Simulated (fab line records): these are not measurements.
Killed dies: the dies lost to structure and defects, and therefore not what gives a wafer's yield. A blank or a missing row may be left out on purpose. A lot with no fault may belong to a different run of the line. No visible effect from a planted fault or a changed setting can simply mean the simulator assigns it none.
A struck lot beside a sound one | flow nand_harc | 36 out of 1159 route steps
Sound: these wafers, L968.3, L968.4, L968.5. Wafers struck: L956.1, L956.3, L956.6. The cause is given at the end.
Order at every step that has rows: each side's tool, ch and its chambers, its first start. Under that, the readings that differ: sound wafers | struck wafers | difference of the means | sigmas: that difference in standard deviations of wafers without a fault.
alike: a reading whose means differ by less than 2 such deviations, as well as words and numbers matching on both sides. not compared: withheld readings; readings where some wafer has no value; bounds like >300 that might hide an equal value; numbers whose values overlap and for which the record gives no deviation.
Wherever a step has rows on one side only, a row that says differs or no value, or a row with sigmas, the two part there. Non-overlapping numbers with no deviation appear without sigmas and do not part them. A reading that every wafer of one side lacks parts them only if that side has two wafers or more.

NHARC_P_START_INSPECT_01:
  sound: defect_inspect-01 at day 6 00:03; struck: defect_inspect-01 at day 3 00:02
  alike: raw_defect_count
then, 2 steps without rows for these wafers: NHARC_P_ZERO_WELL_PRECLEAN_00 (cleans in SPM, time 600 s); NHARC_P_ZERO_WELL_SRD_01.
NHARC_P_ZERO_WELL_PECVD_02: deposits SiO2, target thk 10 nm.
  sound on pecvd-01 ch 0,1,2, day 6 00:28; struck on pecvd-01 ch 0,1,2, day 3 00:28
then, 9 steps without rows for these wafers: NHARC_P_ZERO_WELL_DEHYDRATE_03 (time 120 s); NHARC_P_ZERO_WELL_HMDS_04 (time 30 s); NHARC_P_ZERO_WELL_COAT_64 (time 65 s); NHARC_P_ZERO_WELL_COAT_05 (resist thk 600 nm); NHARC_P_ZERO_WELL_SOFTBAKE_06 (time 70 s); NHARC_P_ZERO_WELL_EBR_07; NHARC_P_ZERO_WELL_EXPOSE_08 (exposes mask P ZERO, target cd 500 nm); NHARC_P_ZERO_WELL_PEB_09 (peb time 80 s); NHARC_P_ZERO_WELL_DEVELOP_10 (time 50 s).
NHARC_P_ZERO_WELL_CD_MEAS_11: target cd 500 nm.
  sound on cd_sem-01 ch 0, day 6 01:16; struck on cd_sem-01 ch 0, day 3 01:08
  alike: cd_nm
then, 1 step without rows for these wafers: NHARC_P_ZERO_WELL_HARDBAKE_12 (time 65 s).
NHARC_P_ZERO_WELL_DESCUM_13: chemistry O2, time 3 s.
  sound on rie_diel-09 ch 2,3, day 6 01:25; struck on rie_diel-09 ch 0,3, day 3 01:17
  alike: drypump_motor_current_A, oes_product_au, rf_vpp_V, showerhead_plenum_p_Torr, throttle_valve_pct
  not compared: rf_hours_counter_h
NHARC_P_ZERO_WELL_ETCH_65: etches the open film in N2/H2, target depth 80 nm, overetch 24 nm, time 87.88 s.
  sound on rie_diel-09 ch 1,2, day 6 01:29; struck on rie_diel-09 ch 0,3, day 3 01:23
  alike: drypump_motor_current_A, n2_flow_sccm, oes_product_au, rf_vpp_V, showerhead_plenum_p_Torr, throttle_valve_pct
  not compared: rf_hours_counter_h
NHARC_P_ZERO_WELL_ETCH_62: etches the open film in CHF3/Ar, target depth 13 nm, time 6.5 s.
  sound: rie_diel-09 ch 0,1,3; struck: rie_diel-09 ch 0,3
  alike: drypump_motor_current_A, oes_product_au, rf_vpp_V, showerhead_plenum_p_Torr, throttle_valve_pct
  not compared: rf_hours_counter_h
NHARC_P_ZERO_WELL_ETCH_63: etches the open film in HBr/Cl2, target depth 120 nm, time 40.1 s.
  sound on rie_si-01 ch 0,1, day 6 01:40; struck on rie_si-01 ch 0,1,3, day 3 01:37
  alike: drypump_motor_current_A, oes_product_au, throttle_valve_pct
  not compared: rf_hours_counter_h
then, 9 steps without rows for these wafers: NHARC_P_ZERO_WELL_STRIP_15 (strips in SPM, time 900 s); NHARC_P_ZERO_WELL_DEHYDRATE_16 (time 120 s); NHARC_P_ZERO_WELL_HMDS_17 (time 30 s); NHARC_P_ZERO_WELL_COAT_18; NHARC_P_ZERO_WELL_SOFTBAKE_19 (time 95 s); NHARC_P_ZERO_WELL_EBR_20; NHARC_P_ZERO_WELL_EXPOSE_21 (exposes mask P NWELL, target cd 720 nm); NHARC_P_ZERO_WELL_PEB_22 (peb time 85 s); NHARC_P_ZERO_WELL_DEVELOP_23 (time 70 s).
NHARC_P_ZERO_WELL_CD_MEAS_24: target cd 720 nm.
  sound on cd_sem-02 ch 0, day 6 02:36; struck on cd_sem-01 ch 0, day 3 02:32
  alike: cd_nm
then, 1 step without rows for these wafers: NHARC_P_ZERO_WELL_HARDBAKE_25 (time 80 s).
NHARC_P_ZERO_WELL_DESCUM_26: chemistry O2, time 3 s.
  sound on rie_diel-07 ch 0,1,2, day 6 02:45; struck on rie_diel-04 ch 0,2, day 3 02:42
  reading                | sound                | struck               | difference | sigmas
  throttle_valve_pct (%) | 11.337 11.304 11.316 | 11.306 11.306 11.278 | -0.022     | -2
  alike: drypump_motor_current_A, oes_product_au, rf_vpp_V, showerhead_plenum_p_Torr
  not compared: rf_hours_counter_h
then, 2 steps without rows for these wafers: NHARC_P_ZERO_WELL_IMPLANT_27; NHARC_P_ZERO_WELL_IMPLANT_57.
NHARC_P_ZERO_WELL_INSPECT_43:
  sound: defect_inspect-01 at day 6 07:44; struck: defect_inspect-02 at day 3 07:41
  reading          | sound  | struck      | difference | sigmas
  raw_defect_count | 6 11 6 | 446 427 395 | +415       | +69
NHARC_P_STI_INSPECT_11:
  sound: defect_inspect-02 at day 7 02:55; struck: defect_inspect-01 at day 3 23:43
  reading          | sound | struck      | difference | sigmas
  raw_defect_count | 8 5 4 | 448 415 388 | +411       | +99 or more
-- break in the record here, with 17 days between the starts of the struck wafers on either side (left off in module P_STI, picked up again in module END, where the first step shown is number 1159 on the route) --
NHARC_END_SORT_01:
  here the record holds rows for the struck wafers (prober-01 ch 0, day 20 15:23) but none for the sound ones

== WHERE THEY PART ==
Last at NHARC_END_SORT_01 as far as this record goes, first at NHARC_P_ZERO_WELL_DESCUM_26.

WHY: what the simulator had put in
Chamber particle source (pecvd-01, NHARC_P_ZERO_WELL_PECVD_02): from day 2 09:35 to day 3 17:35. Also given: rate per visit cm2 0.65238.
